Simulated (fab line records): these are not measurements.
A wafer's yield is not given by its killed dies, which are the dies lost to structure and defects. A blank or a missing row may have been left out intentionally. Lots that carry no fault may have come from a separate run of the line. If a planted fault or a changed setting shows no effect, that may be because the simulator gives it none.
fab line records	flow nand_harc
[record] lots = 13	wafers = 39	last_day = 34
route steps=1302 shown A_BLC@1132 A_BONDPAD@1222 THIN_TSV@1259 END@1302
lots untouched by any fault: they come from a run of this same line in which no faults occurred
start_h: hours from the record's first day to the start of the lot's first wafer shown	wait_h: hours from the lot's prior step to this one	" identical to the entry in the row above	L1.1+2: one row covering several wafers at once	- no value present, or no start provided	* or withheld: withheld	< > ~ a bound
route shown NAME@n: names a module that has steps shown in the file, with the first one's number in the route	usual: mean and standard deviation over wafers with no fault	same: alike in all rows	chamber/n: place in a boat	sites: readings site by site	_std_site: how widely they spread, as a standard deviation	_edge_site: the outer-site mean with the inner-site mean subtracted	radius_mm: for every site, how far away it sits from the centre of the wafer	mask NAME#n: copy n	behind: the last tool/chamber to shape the wafer	hold: why the lot went on hold/how many hours it stayed there/how the hold came to an end	device: the n, p or np transistor that did not switch	end of line: at the end of the route, the tests of the same wafers	where a step has no rows: the recipe by itself	killed: dies that structure and defects cost at the first sort, which is not the same as the wafer's yield	map: per-die view of a wafer (x killed, . not killed, _ where there is no die)
set.NAME: the setting that was run; set.NAME@STEP: the one run at that earlier step	model.NAME: the simulator's own value behind a step, which no gauge read
a sample of lots followed through the steps of the route, with each step as a table and each wafer as a row
services: a tool's chamber out of use, with start hour (start_h, from the record's first day; less than 0 if before it), hours out, and reason
[[steps]]
[step NHARC_A_BLC_CVD_24]
[recipe] target_thk_a = 1500	temp_c = 300	pressure_torr = 40	wf6_flow_sccm = 40	h2_flow_sccm = 1600	ar_flow_sccm = 1560	time_s = 434	material = W
[usual] heater_power_w = 452/40	mfc_h2_sccm = 1600/4.3	throttle_valve_pct = 7.96/0.27
lot.wafer	tool	chamber	start_h	wait_h	heater_power_w	mfc_h2_sccm	throttle_valve_pct
L209.2	cvd_w-02	0	519.08	-	501	1599	7.75
L209.3	"	1	"	"	476	1606	7.83
L209.5	"	1	"	"	477	1609	7.73
L210.1	cvd_w-01	1	540.71	-	399	1602	8.06
L210.2	"	0	"	"	427	1595	8.33
L210.4	"	1	"	"	397	1595	8.00
L212.1	cvd_w-02	0	541.07	-	504	1605	7.51
L212.2	"	1	"	"	470	1604	7.94
L212.5	"	1	"	"	462	1604	7.79
L211.4	cvd_w-02	0	550.74	0.4	487	1598	7.86
L211.6	"	0	"	"	498	1600	7.67
L211.5	"	1	"	"	478	1600	8.06
L214.1	cvd_w-02	0	557.12	-	489	1605	7.78
L214.3	"	1	"	"	474	1596	7.90
L214.5	"	1	"	"	474	1595	7.87
L215.2	cvd_w-02	1	582.74	-	471	1602	8.02
L215.5	"	1	"	"	476	1601	7.71
L215.6	"	0	"	"	500	1593	7.61
L216.1	cvd_w-01	1	591.03	-	376	1595	7.91
L216.4	"	0	"	"	429	1594	8.16
L216.6	"	0	"	"	437	1595	8.16
L218.3	cvd_w-01	1	613.75	-	384	1597	7.76
L218.4	"	0	"	"	420	1601	8.17
L218.6	"	1	"	"	391	1598	7.95
L223.2	cvd_w-01	1	658.66	-	378	1599	7.89
L223.4	"	1	"	"	389	1605	8.02
L223.6	"	1	"	"	380	1604	7.69
L226.2	cvd_w-01	0	673.24	-	421	1594	8.56
L226.4	"	1	"	"	389	1602	7.52
L226.3	"	0	"	"	428	1601	8.41
L230.2	cvd_w-02	1	707.61	-	467	1602	8.18
L230.1	"	0	"	"	483	1598	8.02
L230.3	"	1	"	"	467	1600	8.05
L231.2	cvd_w-02	1	759.87	-	455	1599	8.01
L231.6	"	0	"	"	472	1599	7.75
L231.5	"	1	"	"	468	1606	8.00
L232.2	cvd_w-02	1	762.51	-	483	1602	8.06
L232.3	"	0	"	"	484	1599	7.92
L232.6	"	0	"	"	487	1597	7.65
[step NHARC_A_BONDPAD_STRIP_15]
[recipe] o2_flow_sccm = 500	ar_flow_sccm = 0	bias_w = 0	chemistry = O2
[usual] drypump_motor_current_A = 5.9/0.35	oes_product_au = 1.000/0.0073	rf_vpp_V = 58.0/0.86	showerhead_plenum_p_Torr = 3.58/0.15	throttle_valve_pct = 17.036/0.0089
lot.wafer	tool	chamber	start_h	wait_h	drypump_motor_current_A	oes_product_au	rf_hours_counter_h	rf_vpp_V	showerhead_plenum_p_Torr	throttle_valve_pct
L209.3	rie_diel-12	0	530.28	0.1	6.1	1.005	1	58.6	3.72	17.037
L209.2	"	1	"	"	5.8	0.989	1	57.9	3.43	17.044
L209.5	"	0	"	"	6.1	1.000	-	59.3	3.71	17.051
L210.4	rie_diel-03	1	552.05	0.1	6.2	0.994	13	57.9	3.67	17.048
L210.2	"	3	"	"	6.6	0.998	14	58.1	3.64	17.036
L210.1	"	0	"	"	5.3	0.999	13	56.7	3.55	17.025
L212.1	rie_diel-11	3	552.31	0.1	5.7	1.006	39	58.6	3.63	17.031
L212.2	"	1	"	"	5.8	1.013	37	58.5	3.39	17.021
L212.5	"	3	"	"	5.7	1.015	-	57.6	3.63	17.028
L211.4	rie_diel-03	0	561.95	0.1	5.3	1.007	13	58.0	3.55	17.042
L211.5	"	3	"	"	6.5	1.003	-	56.6	3.64	17.032
L211.6	"	0	"	"	5.3	0.990	-	56.7	3.55	17.032
L214.1	rie_diel-11	0	568.79	0.1	5.3	1.008	47	57.8	3.28	17.039
L214.3	"	2	"	"	5.8	0.993	35	58.7	3.79	17.029
L214.5	"	3	"	"	5.7	1.006	-	58.0	3.63	17.028
L215.2	rie_diel-12	3	594.86	0.1	5.4	1.011	3	59.3	3.76	17.047
L215.6	"	1	"	"	5.8	1.001	-	58.6	3.43	17.049
L215.5	"	2	"	"	6.3	0.996	-	59.4	3.47	17.034
L216.1	rie_diel-11	2	602.53	0.1	5.8	0.994	47	57.8	3.78	17.038
L216.6	"	0	"	"	5.4	1.000	-	57.2	3.27	17.044
L216.4	"	3	"	"	5.7	1.007	-	58.7	3.62	17.023
L218.4	rie_diel-11	0	624.98	0.1	5.3	0.999	1	59.6	3.81	17.038
L218.3	"	2	"	"	5.8	1.004	1	58.1	3.78	17.044
L218.6	"	0	"	"	5.3	1.003	-	58.2	3.81	17.035
L223.4	rie_diel-03	2	670.05	0.1	5.9	1.009	3	56.7	3.43	17.058
L223.2	"	0	"	"	5.3	0.989	3	58.7	3.55	17.031
L223.6	"	2	"	"	5.9	1.007	-	58.1	3.43	17.038
L226.4	rie_diel-12	1	684.65	0.1	5.8	0.993	2	56.6	3.42	17.035
L226.2	"	2	"	"	6.3	0.994	2	57.6	3.46	17.036
L226.3	"	3	"	"	5.4	1.011	2	59.2	3.76	17.025
L230.3	rie_diel-12	2	718.84	0.1	6.3	1.000	3	57.9	3.46	17.041
L230.1	"	0	"	"	6.1	1.000	2	58.5	3.71	17.036
L230.2	"	1	"	"	5.7	1.001	2	57.6	3.43	17.033
L231.2	rie_diel-12	2	771.17	0.1	6.3	0.984	4	58.4	3.46	17.034
L231.5	"	1	"	"	5.7	0.987	-	57.8	3.42	17.024
L231.6	"	2	"	"	6.3	0.996	-	57.0	3.46	17.027
L232.2	rie_diel-12	2	774.32	0.1	6.3	0.996	4	57.9	3.46	17.041
L232.3	"	3	"	"	5.4	1.007	4	59.2	3.76	17.039
L232.6	"	3	"	"	5.4	1.008	-	58.8	3.76	17.047
[step NHARC_A_BONDPAD_DEGAS_25]
[recipe] temp_c = 300	time_s = 60
[usual] heater_power_w = 447/39
lot.wafer	tool	chamber	start_h	wait_h	heater_power_w
L209.2	pvd_sputter-02	-	530.85	-	450
L209.3	"	-	"	"	435
L209.5	"	-	"	"	380
L210.4	pvd_sputter-02	-	552.60	-	446
L210.1	"	-	"	"	446
L210.2	"	-	"	"	455
L212.1	pvd_sputter-03	-	552.84	-	448
L212.2	"	-	"	"	391
L212.5	"	-	"	"	389
L211.4	pvd_sputter-02	-	562.48	-	429
L211.6	"	-	"	"	429
L211.5	"	-	"	"	452
L214.3	pvd_sputter-03	-	569.32	-	450
L214.1	"	-	"	"	442
L214.5	"	-	"	"	439
L215.2	pvd_sputter-03	-	595.44	-	435
L215.5	"	-	"	"	464
L215.6	"	-	"	"	399
L216.1	pvd_sputter-03	-	603.15	-	454
L216.4	"	-	"	"	392
L216.6	"	-	"	"	446
L218.4	pvd_sputter-01	-	625.52	-	461
L218.3	"	-	"	"	463
L218.6	"	-	"	"	542
L223.2	pvd_sputter-03	-	670.60	-	471
L223.4	"	-	"	"	436
L223.6	"	-	"	"	460
L226.2	pvd_sputter-01	-	685.20	-	461
L226.3	"	-	"	"	463
L226.4	"	-	"	"	427
L230.1	pvd_sputter-01	-	719.39	-	463
L230.2	"	-	"	"	448
L230.3	"	-	"	"	428
L231.2	pvd_sputter-03	-	771.72	-	491
L231.5	"	-	"	"	455
L231.6	"	-	"	"	418
L232.3	pvd_sputter-02	-	774.87	-	496
L232.2	"	-	"	"	450
L232.6	"	-	"	"	478
[step NHARC_THIN_TSV_CD_MEAS_12]
[recipe] target_cd_nm = 1000	landing_energy_ev = 500
[usual] cd_nm = 999.4/1.3
[same] landing_energy_ev = 500
lot.wafer	tool	chamber	start_h	wait_h	cd_nm
L209.2	cd_sem-03	0	544.85	-	1000.9
L209.3	"	0	"	"	998.0
L209.5	"	0	"	"	998.8
L210.1	cd_sem-03	0	566.44	-	998.4
L210.2	"	0	"	"	997.2
L210.4	"	0	"	"	1000.4
L212.1	cd_sem-02	0	567.64	-	996.9
L212.2	"	0	"	"	999.0
L212.5	"	0	"	"	998.2
L211.4	cd_sem-03	0	580.39	-	1001.9
L211.5	"	0	"	"	999.7
L211.6	"	0	"	"	999.3
L214.1	cd_sem-03	0	583.64	-	1000.8
L214.3	"	0	"	"	1000.2
L214.5	"	0	"	"	1000.4
L215.2	cd_sem-01	0	613.76	-	1002.0
L215.5	"	0	"	"	999.2
L215.6	"	0	"	"	998.6
L216.1	cd_sem-02	0	614.97	-	998.5
L216.4	"	0	"	"	998.8
L216.6	"	0	"	"	997.1
L218.3	cd_sem-02	0	655.26	-	999.0
L218.4	"	0	"	"	998.5
L218.6	"	0	"	"	997.8
L223.2	cd_sem-02	0	683.98	-	998.1
L223.4	"	0	"	"	999.9
L223.6	"	0	"	"	998.2
L226.2	cd_sem-01	0	701.24	-	997.4
L226.3	"	0	"	"	999.8
L226.4	"	0	"	"	999.8
L230.1	cd_sem-01	0	733.19	-	999.3
L230.2	"	0	"	"	997.3
L230.3	"	0	"	"	998.6
L231.2	cd_sem-01	0	785.18	-	999.0
L231.5	"	0	"	"	999.9
L231.6	"	0	"	"	998.9
L232.2	cd_sem-03	0	790.97	-	998.5
L232.3	"	0	"	"	1000.8
L232.6	"	0	"	"	1000.0
[step NHARC_END_SORT_01]
[recipe] temp_c = 25
[usual] killed_at_array = 62/16	killed_at_other = 0.8/1.1	killed_at_periphery = 4/3.2	killed_dies = 67/16	killed_open = 3.5/1.9	killed_short = 2.1/1.5
[same] gross_dies = 677
lot.wafer	tool	chamber	start_h	wait_h	killed_at_array	killed_at_other	killed_at_periphery	killed_dies	killed_open	killed_short
L223.2	prober-01	0	698.84	2.8	128	0	1	129	2	1
L223.4	prober-01	0	700.44	3.4	147	1	3	151	2	1
L223.6	prober-01	0	702.03	4.0	150	4	1	155	3	2
L226.2	prober-02	0	717.76	2.8	168	1	2	171	3	1
L226.3	prober-02	0	718.57	3.1	164	0	3	167	3	3
L226.4	prober-02	0	719.38	3.4	164	0	3	167	5	2
// killed by level:class
L223.2 A_BLC:unspecified=79 A_SLIT:chamber_film_flake=30 A_CHANNEL_HOLE_D2:chamber_film_flake=9 A_CONTACT:chamber_film_flake=4 A_CHANNEL_HOLE_D1:chamber_film_flake=3 P_GATE:geometric_particle:short=1 A_SLIT:geometric_particle:open=1 A_M0:geometric_particle:open=1
L223.4 A_BLC:unspecified=88 A_SLIT:chamber_film_flake=28 A_CHANNEL_HOLE_D2:chamber_film_flake=17 A_CONTACT:chamber_film_flake=8 P_GATE:chamber_film_flake=2 A_CHANNEL_HOLE_D1:chamber_film_flake=2 A_ONON_D2:geometric_particle:open=1 A_CHANNEL_HOLE_D2:geometric_particle:open=1
L223.6 A_BLC:unspecified=87 A_SLIT:chamber_film_flake=27 A_CHANNEL_HOLE_D2:chamber_film_flake=14 A_CONTACT:chamber_film_flake=9 A_CHANNEL_HOLE_D1:chamber_film_flake=4 A_STAIRCASE:chamber_film_flake=4 THIN_TSV:chamber_film_flake=3 A_CHANNEL_FILL_D2:geometric_particle:short=2
L226.2 A_BLC:unspecified=91 A_SLIT:chamber_film_flake=32 A_CHANNEL_HOLE_D2:chamber_film_flake=19 A_CHANNEL_HOLE_D1:chamber_film_flake=18 A_CONTACT:chamber_film_flake=3 A_ONON_D2:geometric_particle:open=2 P_M2:geometric_particle:open=1 A_ONON_D1:geometric_particle:short=1
L226.3 A_BLC:unspecified=84 A_SLIT:chamber_film_flake=36 A_CHANNEL_HOLE_D2:chamber_film_flake=25 A_CHANNEL_HOLE_D1:chamber_film_flake=8 A_WL_FILL:chamber_film_flake=4 P_STI:chamber_film_flake=2 P_M0:geometric_particle:short=1 A_ONON_D1:geometric_particle:open=1
L226.4 A_BLC:unspecified=85 A_SLIT:chamber_film_flake=34 A_CHANNEL_HOLE_D2:chamber_film_flake=21 A_CHANNEL_HOLE_D1:chamber_film_flake=8 A_CONTACT:chamber_film_flake=5 A_CHANNEL_FILL_D1:geometric_particle:open=2 A_DECK1_JOINT:chamber_film_flake=2 A_WL_FILL:chamber_film_flake=2
[[services]]
tool	chamber	start_h	hours	kind
rie_diel-12	2	496.82	8.2	repair
rie_diel-11	2	499.34	4.3	repair
pvd_sputter-03	-	519.51	6.2	repair
pvd_sputter-03	-	527.19	10.0	pm
cvd_w-02	-	534.14	1.1	repair
rie_diel-12	1	538.50	3.1	repair
rie_diel-12	2	547.00	10.7	repair
cvd_w-01	-	547.35	13.0	pm
cvd_w-02	0	565.73	1.8	repair
rie_diel-12	1	575.73	5.0	repair
cvd_w-01	1	603.71	2.9	repair
pvd_sputter-03	-	621.66	4.8	repair
rie_diel-12	-	622.40	9.0	pm
cvd_w-02	-	631.00	13.0	pm
cvd_w-01	0	633.12	6.6	repair
pvd_sputter-03	-	640.45	0.6	repair
pvd_sputter-03	-	660.06	1.9	repair
cvd_w-02	-	682.21	0.6	repair
pvd_sputter-03	-	705.19	10.0	pm
cvd_w-01	-	728.35	13.0	pm
rie_diel-12	2	749.35	18.5	repair
cvd_w-01	0	751.24	11.9	repair
pvd_sputter-03	-	752.05	0.5	repair
pvd_sputter-03	-	753.27	1.1	repair
[[key]]
[first_sign] step = NHARC_END_SORT_01	reading = killed_at_array	direction = up	sigmas = 5.6	usual = 62	struck = 154
[effect] step = NHARC_END_SORT_01	reading = killed_dies	direction = up	sigmas = 5.5	usual = 67	struck = 157
[more_kills_born_at] NHARC_A_BLC_CVD_24@cvd_w-01 = 514
met_at NHARC_A_BLC_CVD_24
struck_lots L223,L226
tester_left_out L223,L226
not_acting_at NHARC_A_BONDPAD_STRIP_15,NHARC_A_BONDPAD_DEGAS_25,NHARC_THIN_TSV_CD_MEAS_12
onset_between 613.75 658.66
[fault] kind = chamber_particle_source	tool = cvd_w-01	chamber = -	onset_h = 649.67	steps = NHARC_A_BLC_CVD_24	rate_per_visit_cm2 = 1.0612	end_h = 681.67
// tester_left_out: of these lots the tester's yield and bins aren't shown, on N5 and GAA mostly nor the transistor test; their killed dies are dies lost to structure and defects alone, not to doping, threshold or leakage, so they don't give the yield
